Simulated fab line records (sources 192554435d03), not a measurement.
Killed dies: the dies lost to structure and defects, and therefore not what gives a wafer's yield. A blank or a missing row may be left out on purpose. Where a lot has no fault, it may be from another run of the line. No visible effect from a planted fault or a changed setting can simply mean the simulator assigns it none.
A lot that was struck, set against a sound lot	flow n5Finfet	37 steps out of a route of 1938
Sound: these wafers, L781.2, L781.3, L781.6. Struck: wafer L780.2. (L780.5, L780.6 of the same lot were not struck and are left out.) The cause comes at the end.
Each step with rows lists, per side, the tool, then ch with its chambers, then its first start. Under that, the readings that differ: sound wafers	struck wafers	difference of the means	sigmas: that difference in standard deviations of wafers without a fault.
alike: readings whose means differ by less than 2 such deviations, and words and numbers that are the same on both sides. not compared: withheld readings, readings that some wafer has no value for, bounds like >300 that may hide the same value, and numbers for which the record gives no deviation and whose values overlap.
Wherever a step has rows on one side only, a row that says differs or no value, or a row with sigmas, the two part there. When numbers do not overlap yet have no deviation, they are printed without sigmas and do not part them. A reading that every wafer of one side lacks parts them only if that side has two wafers or more.

first, 9 steps without rows for these wafers: N5_BEOL_M11_PEB_26 (peb time 60 s); N5_BEOL_M11_DEVELOP_27 (develop time 30 s); N5_BEOL_M11_DESCUM_33 (chemistry O2, time 7.9 s); N5_BEOL_M11_ETCH_65 (etches SiARC in CF4, target depth 39 nm, time 65 s); N5_BEOL_M11_ETCH_66 (etches SOC in N2/H2, target depth 120 nm, overetch 24 nm, time 180 s); N5_BEOL_M11_STRIP_69 (strips in N2/H2); N5_BEOL_M11_VIA_ETCH_34 (etches SiCOH lowk in C4F6/O2, target depth 184.5 nm, time 69.2 s); N5_BEOL_M11_STRIP_73 (strips in C4F6/O2); N5_BEOL_M11_STRIP_36 (strips in N2/H2).
N5_BEOL_M11_TRENCH_ETCH_37: etches SiCOH lowk in C4F6/O2, target depth 148.83 nm, time 48 s.
  sound on rieDiel-03 ch 0,1,3, day 14 23:31; struck on rieDiel-04 ch 0, day 14 22:15
reading	sound	struck	difference	sigmas
runLengthS (s)	70.9 71.2 71.2	78.8	+7.7	+17
model.BEOL_M11.featureDepthNm (nm)	148.2 148 149.8	175.4	+26.7	
model.etch.depthNm (nm)	148.2 148 149.8	175.3	+26.6	
model.TiN_of_BEOL_M11_HM_DEP_02.thkNm (nm)	15.8 16 15.6	15	-1	
  alike: biasW, drypumpMotorCurrentA, oes_f_703_au, oesProductAu, rfVppV, showerheadPlenumPTorr, throttleValvePct
  not compared: rfHoursCounterH
then, 2 steps without rows for these wafers: N5_BEOL_M11_ETCH_41 (etches SiCN in CH3F/O2, target depth 42.6 nm, time 86 s); N5_BEOL_M11_STRIP_77 (strips in N2/H2, time 10 s).
N5_BEOL_M11_OCD_MEAS_38:
  sound: ocd-02 at day 14 23:41; struck: ocd-01 at day 14 22:26
reading	sound	struck	difference	sigmas
trenchDepthNm (nm)	147.5 147.7 149.7	175.2	+26.9	+9
then, 13 steps without rows for these wafers: N5_BEOL_M11_HM_STRIP_39 (strips TiN in peroxide tin strip, target depth 25 nm, time 158 s); N5_BEOL_M11_SRD_40 (time 30 s); N5_BEOL_M11_PRECLEAN_42 (cleans in residue remover, time 60 s); N5_BEOL_M11_SRD_43 (time 30 s); N5_BEOL_M11_CURE_72 (cures SiCOH lowk, time 120 s); N5_BEOL_M11_DEGAS_44 (time 60 s); N5_BEOL_M11_PRE_CLEAN_45 (time 30 s); N5_BEOL_M11_ALD_74 (deposits TaN, target thk 2 nm, pulse time 2 s, purge time 3 s); N5_BEOL_M11_SURFACE_TREAT_76; N5_BEOL_M11_CVD_75 (deposits Co from CCTBA/H2, target thk 2 nm, time 138.9 s); N5_BEOL_M11_SPUTTER_48 (material Cu, target thk 12 nm, time 2 s); N5_BEOL_M11_ECD_50 (material Cu, target thk 318 nm); N5_BEOL_M11_ANNEAL_51 (time 90 s).
N5_BEOL_M11_CMP_52: polishes, stops on SiCOH lowk, t overpolish 7 s, target thk 140 nm.
  sound on cmp-04 ch 0,2,3, day 15 03:29; struck on cmp-04 ch 1, day 15 00:28
reading	sound	struck	difference	sigmas
timeToEndpointS (s)	65 66 67	58	-8	-3
model.Cu_of_BEOL_M11_ECD_50.thkNm (nm)	138.8 138.8 141.2	164.4	+24.8	
  alike: barrierFieldEndpointS, motorCurrentA, overpolishRunS
N5_BEOL_M11_THK_MEAS_53: measures by xrf.
  sound: filmMetro-02 at day 15 03:43; struck: filmMetro-02 at day 15 00:39
reading	sound	struck	difference	sigmas
M11_THK (nm)	139 139 142	165	+25	+8
then, 2 steps without rows for these wafers: N5_BEOL_M11_PRE_CLEAN_55 (time 15 s); N5_BEOL_M11_DEP_56 (deposits SiCN from 3MS/NH3, target thk 30 nm, time 10.5 s).
N5_BEOL_M11_RS_MEAS_57: the measuring method here is four-point-probe.
  sound: filmMetro-02 at day 15 03:50; struck: filmMetro-01 at day 15 00:47
reading	sound	struck	difference	sigmas
M11_RS (ohm/sq)	0.153 0.152 0.150	0.126	-0.026	-8
then, 5 steps without rows for these wafers: N5_BEOL_M12_ILD_DEP_00 (deposits SiOC from DEMS/O2, target thk 658.92 nm, time 130.7 s); N5_BEOL_M12_COAT_58 (time 60 s, resist thk 89 nm); N5_BEOL_M12_COAT_04 (resist thk 400 nm); N5_BEOL_M12_EBR_06; N5_BEOL_M12_SOFTBAKE_05 (time 60 s).
N5_BEOL_M15_RC_MEAS_101:
  sound on prober-02 ch 0, day 16 10:49; struck on prober-01 ch 0, day 16 02:13
reading	sound	struck	difference	sigmas
COMB_M8 (S/m)	3.1e-11 3.1e-11 2.9e-11	2e-11	-1e-11	-2
SERP_M11 (ohm/um)	3.07 3.10 3.01	2.63	-0.43	-5
SERP_M11_max_site (ohm/um)	3.19 3.17 3.08	2.73	-0.42	-5
  alike: COMB_M10, COMB_M12, COMB_M13, COMB_M13_max_site, COMB_M14, COMB_M15, COMB_M15_max_site, COMB_M5, COMB_M6, COMB_M7, COMB_M9, SERP_M10, SERP_M12, SERP_M13, SERP_M14, SERP_M14_max_site, SERP_M5, SERP_M5_max_site, SERP_M6, SERP_M7, SERP_M8, SERP_M9

## WHERE THEY PART
First at N5_BEOL_M11_TRENCH_ETCH_37; last, within this record, at N5_BEOL_M15_RC_MEAS_101.

WHY: whatever the simulator had introduced
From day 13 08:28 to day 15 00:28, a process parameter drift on rieDiel-04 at N5_BEOL_M11_TRENCH_ETCH_37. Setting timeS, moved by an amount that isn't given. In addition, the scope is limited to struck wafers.
